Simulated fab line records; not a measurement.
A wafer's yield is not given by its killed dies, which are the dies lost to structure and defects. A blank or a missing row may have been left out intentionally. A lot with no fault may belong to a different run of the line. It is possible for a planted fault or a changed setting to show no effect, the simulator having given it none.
2 desks looking at one fault	flow n5 finfet	each desk has only its own numbers; what lay behind them comes last

== TOOL OWNER'S DESK, rie diel-03 ==
The tool's own readings at N5_BEOL_M7_ETCH_66 (etches SOC in N2/H2, target depth 80 nm, overetch 16 nm, time 120 s): means of the sampled wafers that have a number, for each lot that ran on this tool. The brackets show how far a lot's mean lies from the usual mean; more than 4 standard deviations puts the lot out of limits, marked OUT.
Columns: A = drypump motor current A at N5_BEOL_M7_ETCH_66, usual 5.7 A; B = oes product au at N5_BEOL_M7_ETCH_66, usual 0.60 a.u.; C = rf vpp V at N5_BEOL_M7_ETCH_66, usual 523.9 V; D = run length s at N5_BEOL_M7_ETCH_66, usual 143.3 s; E = showerhead plenum p Torr at N5_BEOL_M7_ETCH_66, usual 2.54 Torr; F = throttle valve pct at N5_BEOL_M7_ETCH_66, usual 17.84 %
lot	first seen here	A	B	C	D	E	F
L402	day 10 06:59	6.2	0.63	524.0	143.4	2.59	17.92
L406	day 11 10:55	6.0	0.58	524.7	143.3	2.58	17.89
L404	day 11 13:56	5.2	0.54	525.5	143.2	2.62	18.05
L412	day 13 07:35	5.8	0.59	525.2	143.5	2.59	18.04
L422	day 16 01:55	5.4	0.76	525.5	132.1 (-24) OUT	2.59	17.44
L423	day 16 17:24	6.0	0.65	524.4	137.7 (-12) OUT	2.55	17.62
This desk's finding: out of limits on L422, L423; first on L422, day 16 01:55 (run length s at N5_BEOL_M7_ETCH_66). L402, L406, L404, L412 stayed within limits.

== METROLOGY DESK ==
What the gauges read for every lot (on any tool): the sampled wafers with a number, averaged. The brackets show how far a lot's mean lies from the usual mean; more than 4 standard deviations puts the lot out of limits, marked OUT.
Columns: A = V6_OVL at N5_BEOL_M7_OVL_MEAS_29, usual -0.3 nm
lot	first seen here	A
L402	day 10 06:47	0.4
L406	day 11 10:44	0.1
L404	day 11 13:36	0.0
L407	day 12 01:35	-0.5
L410	day 12 11:47	-0.5
L412	day 13 07:07	-0.8
L413	day 13 13:22	-0.6
L422	day 16 01:26	-0.7
L424	day 16 07:12	-0.3
L425	day 16 16:43	-0.4
L423	day 16 16:53	-0.9
This desk's finding: nothing out of limits on any of the 11 lots.

== BROUGHT TOGETHER ==
At day 16 01:55, on L422, L423, the tool owner's desk was in a position to raise an alarm.
The metrology desk saw nothing out of limits.
The metrology desk holds a record of L422, L423, inside its limits.
Of the lots named, all ran N5_BEOL_M7_ETCH_66 on rie diel-03.

== WHAT THE SIMULATOR HAD INSERTED ==
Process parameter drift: rie diel-03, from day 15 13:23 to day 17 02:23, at N5_BEOL_M7_ETCH_66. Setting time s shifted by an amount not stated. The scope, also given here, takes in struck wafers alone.
Shown lots that were struck: L422, L423.
Time in hours from fault onset to the first out-of-limits reading at each desk: the tool owner's desk, 13.
